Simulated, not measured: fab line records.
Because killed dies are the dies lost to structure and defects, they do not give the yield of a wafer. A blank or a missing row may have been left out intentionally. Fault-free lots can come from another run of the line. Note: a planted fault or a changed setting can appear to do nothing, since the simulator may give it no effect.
Which tool was responsible? / flow nand_harc / Sampling: 11 lots, 33 wafers, 6 of 1159 route steps

WHAT THE GAUGES READ, wafer by wafer
NHARC_P_M0_CD_MEAS_16. Usual: cd_nm at 89.8 nm, with a standard deviation of 0.75.
lot=L365; measured=day 5 19:10; on=cd_sem-02; cd_nm (nm)=89.3 89.4 88.5; flag=
lot=L367; measured=day 6 09:58; on=cd_sem-01; cd_nm (nm)=89.3 89.5 91.3; flag=
lot=L368; measured=day 6 14:52; on=cd_sem-03; cd_nm (nm)=88.4 89.5 89.2; flag=
lot=L369; measured=day 6 17:01; on=cd_sem-01; cd_nm (nm)=89.7 88.9 89.9; flag=
lot=L371; measured=day 7 08:49; on=cd_sem-02; cd_nm (nm)=90.0 90.4 89.1; flag=
lot=L374; measured=day 8 03:13; on=cd_sem-01; cd_nm (nm)=88.9 89.2 90.8; flag=
lot=L381; measured=day 10 03:43; on=cd_sem-03; cd_nm (nm)=89.8 90.4 89.7; flag=
lot=L382; measured=day 10 08:23; on=cd_sem-03; cd_nm (nm)=88.3 90.0 90.0; flag=
lot=L386; measured=day 10 21:49; on=cd_sem-01; cd_nm (nm)=89.3 89.4 88.8; flag=
lot=L388; measured=day 11 12:45; on=cd_sem-03; cd_nm (nm)=90.9 90.2 90.8; flag=
lot=L387; measured=day 11 13:56; on=cd_sem-02; cd_nm (nm)=89.7 91.2 90.2; flag=

NHARC_P_M0_INSPECT_27. Usual: raw_defect_count at 298, with a standard deviation of 130.
lot=L365; measured=day 5 21:22; on=defect_inspect-02; raw_defect_count=315 226 237; flag=
lot=L367; measured=day 6 12:09; on=defect_inspect-02; raw_defect_count=389 765 572; flag=
lot=L368; measured=day 6 17:03; on=defect_inspect-01; raw_defect_count=256 583 409; flag=
lot=L369; measured=day 6 19:13; on=defect_inspect-01; raw_defect_count=204 185 248; flag=
lot=L371; measured=day 7 11:02; on=defect_inspect-01; raw_defect_count=271 534 382; flag=
lot=L374; measured=day 8 05:26; on=defect_inspect-01; raw_defect_count=2589 220 267; flag=OFF
lot=L381; measured=day 10 06:02; on=defect_inspect-01; raw_defect_count=383 359 399; flag=
lot=L382; measured=day 10 10:34; on=defect_inspect-01; raw_defect_count=325 256 263; flag=
lot=L386; measured=day 11 00:00; on=defect_inspect-02; raw_defect_count=253 234 278; flag=
lot=L388; measured=day 11 14:58; on=defect_inspect-01; raw_defect_count=230 296 328; flag=
lot=L387; measured=day 11 16:12; on=defect_inspect-01; raw_defect_count=210 143 183; flag=

NHARC_END_SORT_01. Usual: defect_limited_yield 95.5 %, standard deviation 1.8; killed_at_array 27, standard deviation 11; killed_at_other 0.6, standard deviation 1; killed_at_periphery 3.0, standard deviation 2.1; killed_dies 31, standard deviation 12; killed_open 3.2, standard deviation 1.7; killed_short 1.7, standard deviation 1.4; sort_bin_2_pct 1.4 %, standard deviation 0.68; sort_bin_3_pct 0.25 %, standard deviation 0.2; sort_bin_4_pct 2.9 %, standard deviation 1.2; sort_n_pass 646, standard deviation 12; sort_rim_yield_pct 95.7 %, standard deviation 2.8; sort_yield_pct 95.5 %, standard deviation 1.8.
lot=L368; measured=day 20 04:47; on=prober-02; defect_limited_yield (%)=97.0 97.6 97.0; killed_at_array=18 15 18; killed_at_other=0 0 0; killed_at_periphery=2 1 2; killed_dies=20 16 20; killed_open=3 2 7; killed_short=2 1 1; sort_bin_2_pct (%)=0.7 0.7 1.2; sort_bin_3_pct (%)=0.44 0.15 0; sort_bin_4_pct (%)=1.8 1.5 1.8; sort_n_pass=657 661 657; sort_rim_yield_pct (%)=98.1 97.2 100.0; sort_yield_pct (%)=97.0 97.6 97.0; flag=
lot=L374; measured=day 21 10:00; on=prober-02; defect_limited_yield (%)=0 96.3 95.9; killed_at_array=32 24 25; killed_at_other=0 0 1; killed_at_periphery=645 1 2; killed_dies=677 25 28; killed_open=7 3 2; killed_short=0 2 2; sort_bin_2_pct (%)=1.0 0.9 1.0; sort_bin_3_pct (%)=95.72 0.15 0.30; sort_bin_4_pct (%)=3.2 2.7 2.8; sort_n_pass=0 652 649; sort_rim_yield_pct (%)=0 92.5 93.4; sort_yield_pct (%)=0 96.3 95.9; flag=OFF
lot=L387; measured=day 25 12:46; on=prober-02; defect_limited_yield (%)=96.8 95.9 95.4; killed_at_array=19 23 26; killed_at_other=1 4 3; killed_at_periphery=2 1 2; killed_dies=22 28 31; killed_open=6 0 6; killed_short=1 2 0; sort_bin_2_pct (%)=1.2 1.3 1.5; sort_bin_3_pct (%)=0.15 0.44 0; sort_bin_4_pct (%)=1.9 2.4 3.1; sort_n_pass=655 649 646; sort_rim_yield_pct (%)=95.3 97.2 100.0; sort_yield_pct (%)=96.8 95.9 95.4; flag=

WHAT TOOL EACH LOT RAN ON (gives the tool, then ch and the chambers of the sampled wafers, and finally the start)
lot=L365; NHARC_P_M0_STRIP_18=rie_diel-07 ch 1,2,3, day 5 19:14; NHARC_P_M0_PVD_21=pvd_sputter-02, day 5 20:54 or earlier; NHARC_P_M0_CMP_23=cmp-02 ch 0,2, day 5 20:54
lot=L367; NHARC_P_M0_STRIP_18=rie_diel-09 ch 0,1,2, day 6 10:02; NHARC_P_M0_PVD_21=pvd_sputter-03, day 6 11:41 or earlier; NHARC_P_M0_CMP_23=cmp-01 ch 0,2,3, day 6 11:41
lot=L368; NHARC_P_M0_STRIP_18=rie_diel-13 ch 0,1,3, day 6 15:01; NHARC_P_M0_PVD_21=pvd_sputter-01, day 6 16:37 or earlier; NHARC_P_M0_CMP_23=cmp-04 ch 0,2,3, day 6 16:37
lot=L369; NHARC_P_M0_STRIP_18=rie_diel-13 ch 1,2,3, day 6 17:07; NHARC_P_M0_PVD_21=pvd_sputter-02, day 6 18:44 or earlier; NHARC_P_M0_CMP_23=cmp-01 ch 0,1,2, day 6 18:44
lot=L371; NHARC_P_M0_STRIP_18=rie_diel-09 ch 0,2,3, day 7 08:53; NHARC_P_M0_PVD_21=pvd_sputter-02, day 7 10:35 or earlier; NHARC_P_M0_CMP_23=cmp-02 ch 0,3, day 7 10:35
lot=L374; NHARC_P_M0_STRIP_18=rie_diel-09 ch 1,2,3, day 8 03:18; NHARC_P_M0_PVD_21=pvd_sputter-03, day 8 04:58 or earlier; NHARC_P_M0_CMP_23=cmp-01 ch 0,1,2, day 8 04:58
lot=L381; NHARC_P_M0_STRIP_18=rie_diel-09 ch 0,3, day 10 03:47; NHARC_P_M0_PVD_21=pvd_sputter-03, day 10 05:37 or earlier; NHARC_P_M0_CMP_23=cmp-02 ch 0,1,3, day 10 05:37
lot=L382; NHARC_P_M0_STRIP_18=rie_diel-07 ch 1,2,3, day 10 08:29; NHARC_P_M0_PVD_21=pvd_sputter-02, day 10 10:05 or earlier; NHARC_P_M0_CMP_23=cmp-04 ch 0,3, day 10 10:05
lot=L386; NHARC_P_M0_STRIP_18=rie_diel-09 ch 0,2,3, day 10 21:53; NHARC_P_M0_PVD_21=pvd_sputter-01, day 10 23:34 or earlier; NHARC_P_M0_CMP_23=cmp-02 ch 0,2, day 10 23:34
lot=L388; NHARC_P_M0_STRIP_18=rie_diel-09 ch 0,1,2, day 11 12:53; NHARC_P_M0_PVD_21=pvd_sputter-01, day 11 14:29 or earlier; NHARC_P_M0_CMP_23=cmp-02 ch 0,1, day 11 14:29
lot=L387; NHARC_P_M0_STRIP_18=rie_diel-09 ch 0,1,2, day 11 14:01; NHARC_P_M0_PVD_21=pvd_sputter-01, day 11 15:43 or earlier; NHARC_P_M0_CMP_23=cmp-01 ch 2,3, day 11 15:43
- NHARC_P_M0_STRIP_18: strips in N2/H2.
- NHARC_P_M0_PVD_21: deposits Cu, target thk 30 nm, time 20.49 s.
- NHARC_P_M0_CMP_23: polishes, t overpolish 20 s, target thk 117.53 nm.

WHAT THE TOOLS THEMSELVES READ (means of the sampled wafers that have a number; where no wafer has one, the mark that the record gives instead)
NHARC_P_M0_STRIP_18. Usual: drypump_motor_current_A 5.8 A, standard deviation 0.39; oes_product_au 1.002 a.u., standard deviation 0.012; rf_vpp_V 90.3 V, standard deviation 0.85; showerhead_plenum_p_Torr 1.99 Torr, standard deviation 0.072; throttle_valve_pct 14.170 %, standard deviation 0.0083.
lot=L365; tool=rie_diel-07; drypump_motor_current_A (A)=5.5; oes_product_au (a.u.)=1.001; rf_vpp_V (V)=90.9; showerhead_plenum_p_Torr (Torr)=1.99; throttle_valve_pct (%)=14.164; flag=
lot=L367; tool=rie_diel-09; drypump_motor_current_A (A)=6.1; oes_product_au (a.u.)=1.001; rf_vpp_V (V)=90.7; showerhead_plenum_p_Torr (Torr)=1.98; throttle_valve_pct (%)=14.171; flag=
lot=L368; tool=rie_diel-13; drypump_motor_current_A (A)=5.5; oes_product_au (a.u.)=1.008; rf_vpp_V (V)=90.7; showerhead_plenum_p_Torr (Torr)=2.05; throttle_valve_pct (%)=14.175; flag=
lot=L369; tool=rie_diel-13; drypump_motor_current_A (A)=5.6; oes_product_au (a.u.)=0.997; rf_vpp_V (V)=89.9; showerhead_plenum_p_Torr (Torr)=2.05; throttle_valve_pct (%)=14.167; flag=
lot=L371; tool=rie_diel-09; drypump_motor_current_A (A)=5.9; oes_product_au (a.u.)=0.999; rf_vpp_V (V)=90.6; showerhead_plenum_p_Torr (Torr)=2.00; throttle_valve_pct (%)=14.179; flag=
lot=L374; tool=rie_diel-09; drypump_motor_current_A (A)=6.0; oes_product_au (a.u.)=0.992; rf_vpp_V (V)=90.3; showerhead_plenum_p_Torr (Torr)=1.98; throttle_valve_pct (%)=14.167; flag=
lot=L381; tool=rie_diel-09; drypump_motor_current_A (A)=6.0; oes_product_au (a.u.)=0.998; rf_vpp_V (V)=89.8; showerhead_plenum_p_Torr (Torr)=1.99; throttle_valve_pct (%)=14.167; flag=
lot=L382; tool=rie_diel-07; drypump_motor_current_A (A)=5.5; oes_product_au (a.u.)=1.009; rf_vpp_V (V)=90.5; showerhead_plenum_p_Torr (Torr)=1.99; throttle_valve_pct (%)=14.174; flag=
lot=L386; tool=rie_diel-09; drypump_motor_current_A (A)=5.9; oes_product_au (a.u.)=1.004; rf_vpp_V (V)=90.8; showerhead_plenum_p_Torr (Torr)=2.00; throttle_valve_pct (%)=14.168; flag=
lot=L388; tool=rie_diel-09; drypump_motor_current_A (A)=6.1; oes_product_au (a.u.)=0.995; rf_vpp_V (V)=90.8; showerhead_plenum_p_Torr (Torr)=1.98; throttle_valve_pct (%)=14.167; flag=
lot=L387; tool=rie_diel-09; drypump_motor_current_A (A)=6.1; oes_product_au (a.u.)=1.000; rf_vpp_V (V)=89.4; showerhead_plenum_p_Torr (Torr)=1.98; throttle_valve_pct (%)=14.165; flag=

NHARC_P_M0_PVD_21. Usual: throttle_valve_pct at 29.3 %, with a standard deviation of 0.97.
lot=L365; tool=pvd_sputter-02; throttle_valve_pct (%)=28.4; flag=
lot=L367; tool=pvd_sputter-03; throttle_valve_pct (%)=29.9; flag=
lot=L368; tool=pvd_sputter-01; throttle_valve_pct (%)=29.4; flag=
lot=L369; tool=pvd_sputter-02; throttle_valve_pct (%)=28.2; flag=
lot=L371; tool=pvd_sputter-02; throttle_valve_pct (%)=28.3; flag=
lot=L374; tool=pvd_sputter-03; throttle_valve_pct (%)=29.4; flag=
lot=L381; tool=pvd_sputter-03; throttle_valve_pct (%)=29.9; flag=
lot=L382; tool=pvd_sputter-02; throttle_valve_pct (%)=29.1; flag=
lot=L386; tool=pvd_sputter-01; throttle_valve_pct (%)=30.3; flag=
lot=L388; tool=pvd_sputter-01; throttle_valve_pct (%)=29.8; flag=
lot=L387; tool=pvd_sputter-01; throttle_valve_pct (%)=30.3; flag=

NHARC_P_M0_CMP_23. Usual: motor_current_A 11.8 A, standard deviation 1.3; time_to_endpoint_s 28.0 s, standard deviation 2.6.
lot=L365; tool=cmp-02; motor_current_A (A)=12.4; time_to_endpoint_s (s)=27.6; flag=
lot=L367; tool=cmp-01; motor_current_A (A)=11.6; time_to_endpoint_s (s)=28.4; flag=
lot=L368; tool=cmp-04; motor_current_A (A)=13.8; time_to_endpoint_s (s)=26.1; flag=
lot=L369; tool=cmp-01; motor_current_A (A)=11.6; time_to_endpoint_s (s)=31.3; flag=
lot=L371; tool=cmp-02; motor_current_A (A)=10.4; time_to_endpoint_s (s)=28.7; flag=
lot=L374; tool=cmp-01; motor_current_A (A)=11.1; time_to_endpoint_s (s)=32.2; flag=
lot=L381; tool=cmp-02; motor_current_A (A)=10.9; time_to_endpoint_s (s)=26.7; flag=
lot=L382; tool=cmp-04; motor_current_A (A)=14.2; time_to_endpoint_s (s)=28.1; flag=
lot=L386; tool=cmp-02; motor_current_A (A)=11.1; time_to_endpoint_s (s)=27.3; flag=
lot=L388; tool=cmp-02; motor_current_A (A)=11.2; time_to_endpoint_s (s)=28.1; flag=
lot=L387; tool=cmp-01; motor_current_A (A)=11.7; time_to_endpoint_s (s)=29.2; flag=

THE ANSWER, worked out from the rows above alone
Rule: lot off if the mean of its wafers having a number is beyond 3 standard deviations from the usual mean. Also off: a lot with no number at a reading for which 4 or more lots have one. The other lots that the step has rows for count as sound. After the gauges, taken in route order, come the tools' own readings; for these a lot's mean is taken, as printed above. At the first step where some lot is off, the reading lying furthest off is the one used; lots without a number count as furthest.
Off: L374 (NHARC_P_M0_INSPECT_27, raw_defect_count).
A tool fits if, at a process step before that reading, it ran every lot that is off, and no sound lot after the first of them. The gauges at NHARC_P_M0_INSPECT_27 aren't tried: what is off there is off at NHARC_END_SORT_01 too, on other tools, and a gauge's error can't cause that. NHARC_P_M0_PVD_21 gives no start for some lots, so the hours and the order of its lots are those of NHARC_P_M0_CMP_23. No candidate that was tried fits.

WHAT THE SIMULATOR PUT IN
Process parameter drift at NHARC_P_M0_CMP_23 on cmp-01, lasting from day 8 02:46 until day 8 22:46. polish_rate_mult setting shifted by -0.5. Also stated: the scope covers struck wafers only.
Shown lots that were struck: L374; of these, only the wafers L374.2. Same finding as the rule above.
